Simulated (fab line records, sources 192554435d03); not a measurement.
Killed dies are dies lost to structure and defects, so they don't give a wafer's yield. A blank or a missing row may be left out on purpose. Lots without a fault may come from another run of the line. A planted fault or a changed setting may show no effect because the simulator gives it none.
Split-lot experiment | flow n5_finfet | 7 lots, 21 wafers read, on a route of 1938 steps

THE SPLIT
At N5_BEOL_M6_HM_DEP_02 (deposits TiN, target thk 20 nm), the setting target_thk_a was moved away from the recipe's 200 angstrom on 9 of the 21 wafers read, by -12.8% to +12.3%. The other wafers ran this setting at the recipe's value.

FROM THE SPLIT TO THE READING: what the file shows between them, 5 steps
- N5_BEOL_M6_COAT_59: time 60 s, resist thk 100 nm
- N5_BEOL_M6_COAT_60: time 60 s, resist thk 35 nm
- N5_BEOL_M6_STRIP_68: strips in N2/H2
- N5_BEOL_M6_STRIP_67: strips in CF4
- N5_BEOL_M6_HM_OPEN_17: chemistry Cl2/BCl3, target TiN, target depth 20 nm, overetch 6 nm

THE READING
TiN_of_BEOL_M6_HM_DEP_02.thk_nm (the simulator's own value, which no gauge read), in nm, at N5_BEOL_M6_TRENCH_ETCH_37 (etches SiCOH lowk in C4F6/O2, target depth 94.435 nm, time 31.5 s). The file gives no usual value for it. The 12 wafers here that ran the recipe average 17.3 nm, standard deviation 0.39 nm.

wafer  | tool, chamber at the split | target_thk_a as run, angstrom | against the recipe | TiN_of_BEOL_M6_HM_DEP_02.thk_nm, nm | against lot-mates on the recipe
L075.1 | pvd_sputter-01, -          | 224.7                         | +12.3%             | 20                                  | +2.2
L075.3 | pvd_sputter-01, -          | 224.7                         | +12.3%             | 20                                  | +2.2
L075.4 | pvd_sputter-01, -          | 200                           | recipe             | 17.8                                | -
L079.1 | pvd_sputter-02, -          | 200                           | recipe             | 17.4                                | -
L079.2 | pvd_sputter-02, -          | 200                           | recipe             | 17.2                                | -
L079.5 | pvd_sputter-02, -          | 174.3                         | -12.8%             | 15                                  | -2.3
L082.1 | pvd_sputter-01, -          | 200                           | recipe             | 17.4                                | -
L082.3 | pvd_sputter-01, -          | 200                           | recipe             | 17.4                                | -
L082.5 | pvd_sputter-01, -          | 216.5                         | +8.3%              | 19                                  | +1.6
L083.1 | pvd_sputter-01, -          | 176.3                         | -11.8%             | 15                                  | no lot-mate on the recipe
L083.2 | pvd_sputter-01, -          | 176.3                         | -11.8%             | 14.8                                | no lot-mate on the recipe
L083.4 | pvd_sputter-01, -          | 176.3                         | -11.8%             | 14.6                                | no lot-mate on the recipe
L087.1 | pvd_sputter-01, -          | 200                           | recipe             | 17.6                                | -
L087.4 | pvd_sputter-01, -          | 200                           | recipe             | 18                                  | -
L087.6 | pvd_sputter-01, -          | 186.5                         | -6.8%              | 16.8                                | -1.0
L096.1 | pvd_sputter-01, -          | 200                           | recipe             | 17.2                                | -
L096.5 | pvd_sputter-01, -          | 178.3                         | -10.8%             | 15.4                                | -2.0
L096.6 | pvd_sputter-01, -          | 200                           | recipe             | 17.6                                | -
L097.1 | pvd_sputter-03, -          | 200                           | recipe             | 17                                  | -
L097.5 | pvd_sputter-03, -          | 200                           | recipe             | 16.6                                | -
L097.6 | pvd_sputter-03, -          | 200                           | recipe             | 16.8                                | -

THE FIT
A straight line over all 21 wafers: TiN_of_BEOL_M6_HM_DEP_02.thk_nm changes by +0.201 nm for each +1% of target_thk_a; r = +0.97; the points scatter about the line by 0.38 nm.
The same after taking each lot's own level away (the mean of its wafers on the recipe; 18 wafers): +0.179 nm for each +1%; r = +0.99; scatter 0.14 nm.
On that fit, the largest move of target_thk_a shifts the reading by 2.3 nm.
The lots' own levels span 16.80 to 17.80 nm, that is 2.6 times the standard deviation above.
So the lot-to-lot level changes the slope: the two fits differ.
Check: with one of the wafers moved furthest among these (-12.8%) left out of the fit, the line predicts -2.28 nm for it against its lot-mates. It came out at -2.3 nm against them.

OTHER SPLITS ON THESE WAFERS
These wafers also went through other splits before the reading. Each is held against what the fit with the lots' levels taken away leaves over:
other split on the same wafers   | wafers away from the commonest value | r with TiN_of_BEOL_M6_HM_DEP_02.thk_nm (lot level and that fit taken away)
N5_BEOL_M3_ETCH_70 bias_w        | 7                                    | -0.04
N5_BEOL_M4_TRENCH_ETCH_37 time_s | 8                                    | +0.03
N5_BEOL_M5_COAT_66 spin_rpm      | 5                                    | +0.02
N5_BEOL_M5_COAT_22 spin_rpm      | 4                                    | -0.04

THE WHOLE CHAIN: every reading that the file lists as answering this split, in the file's order
step                      | what it does                                                      | reading                                                                          | change (the file's fit)               | r (the file's)
N5_BEOL_M6_HM_DEP_02      | deposits TiN, target thk 20 nm                                    | TiN_of_BEOL_M6_HM_DEP_02.thk_nm (the simulator's own value, which no gauge read) | +0.197 nm for each +1% of the setting | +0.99
N5_BEOL_M6_HM_OPEN_17     | chemistry Cl2/BCl3, target TiN, target depth 20 nm, overetch 6 nm | etch.depth_nm (the simulator's own value, which no gauge read)                   | +0.194 nm for each +1% of the setting | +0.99
N5_BEOL_M6_TRENCH_ETCH_37 | etches SiCOH lowk in C4F6/O2, target depth 94.435 nm, time 31.5 s | TiN_of_BEOL_M6_HM_DEP_02.thk_nm (the simulator's own value, which no gauge read) | +0.179 nm for each +1% of the setting | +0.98

THE FILE'S OWN FIT
TiN_of_BEOL_M6_HM_DEP_02.thk_nm changes by +0.179 nm for each +1% of target_thk_a, r = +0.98.
